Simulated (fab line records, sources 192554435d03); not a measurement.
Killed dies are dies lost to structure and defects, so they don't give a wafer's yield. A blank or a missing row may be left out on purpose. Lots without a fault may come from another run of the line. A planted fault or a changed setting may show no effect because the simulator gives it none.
Chamber matching | flow n5_finfet | N5_MOL_CONTACT_COAG_ETCHBACK_136 on rie_diel-03: 3 sister chambers
The step etches SiO2 in CHF3, target depth 25 nm, time 16.7 s. 22 wafers are shown with their chamber, then 7 later ones without.

WAFERS WITH THEIR CHAMBER
wafer  | chamber | drypump_motor_current_A (A) | throttle_valve_pct (%) | showerhead_plenum_p_Torr (Torr)
L076.1 | 2       | 5.2                         | 19.09                  | 2.38
L076.2 | 1       | 6.1                         | 18.55                  | 2.35
L076.5 | 0       | 6.2                         | 18.90                  | 2.47
L078.1 | 1       | 6.1                         | 18.55                  | 2.35
L078.3 | 0       | 6.2                         | 18.92                  | 2.47
L078.6 | 2       | 5.2                         | 19.11                  | 2.37
L082.1 | 2       | 5.2                         | 19.12                  | 2.37
L082.2 | 0       | 6.2                         | 18.91                  | 2.46
L082.5 | 2       | 5.2                         | 19.12                  | 2.37
L084.4 | 0       | 6.2                         | 18.94                  | 2.46
L084.5 | 1       | 6.1                         | 18.60                  | 2.34
L084.6 | 2       | 5.2                         | 19.12                  | 2.37
L085.2 | 1       | 6.1                         | 18.60                  | 2.34
L085.4 | 0       | 6.1                         | 18.92                  | 2.46
L085.5 | 2       | 5.2                         | 19.14                  | 2.37
L086.1 | 1       | 6.1                         | 18.60                  | 2.34
L086.2 | 0       | 6.2                         | 18.97                  | 2.46
L086.6 | 1       | 6.1                         | 18.60                  | 2.34
L089.1 | 0       | 6.2                         | 18.97                  | 2.45
L089.5 | 0       | 6.2                         | 18.97                  | 2.45
L089.6 | 2       | 5.2                         | 19.16                  | 2.36
L088.1 | 1       | 6.1                         | 18.61                  | 2.33

SIGNATURES (means of the wafers above)
reading                  | chamber 0 | chamber 1 | chamber 2 | scatter within a chamber
drypump_motor_current_A  | 6.188     | 6.100     | 5.200     | 0.0215
throttle_valve_pct       | 18.9375   | 18.5871   | 19.1229   | 0.026
showerhead_plenum_p_Torr | 2.4600    | 2.3414    | 2.3700    | 0.00683
Rule: a wafer's distance from a chamber is the root of the sum, over the readings, of the square of ((its reading less the chamber's mean) divided by the reading's scatter). The wafer belongs to the nearest chamber; if the next one is less than 2 further off, it can't be placed. The scatter: the root of (the sum of the squares of (reading less its chamber's mean) over the shown wafers, divided by (wafers less chambers)).

WAFERS WITHOUT THEIR CHAMBER
wafer  | drypump_motor_current_A (A) | throttle_valve_pct (%) | showerhead_plenum_p_Torr (Torr)
L088.3 | 5.2                         | 19.15                  | 2.36
L088.5 | 5.2                         | 19.15                  | 2.36
L090.2 | 6.2                         | 18.97                  | 2.45
L092.1 | 6.1                         | 18.09                  | 2.33
L092.2 | 6.2                         | 18.98                  | 2.45
L093.5 | 6.1                         | 18.08                  | 2.33
L093.6 | 6.2                         | 18.98                  | 2.45

WHICH CHAMBER EACH WENT THROUGH
wafer  | from the rows above | in truth
L088.3 | 2                   | 2
L088.5 | 2                   | 2
L090.2 | 0                   | 0
L092.1 | 1                   | 1
L092.2 | 0                   | 0
L093.5 | 1                   | 1
L093.6 | 0                   | 0
Placed correctly: 7 of 7. Can't be placed from these rows: 0. Placed wrongly: 0.
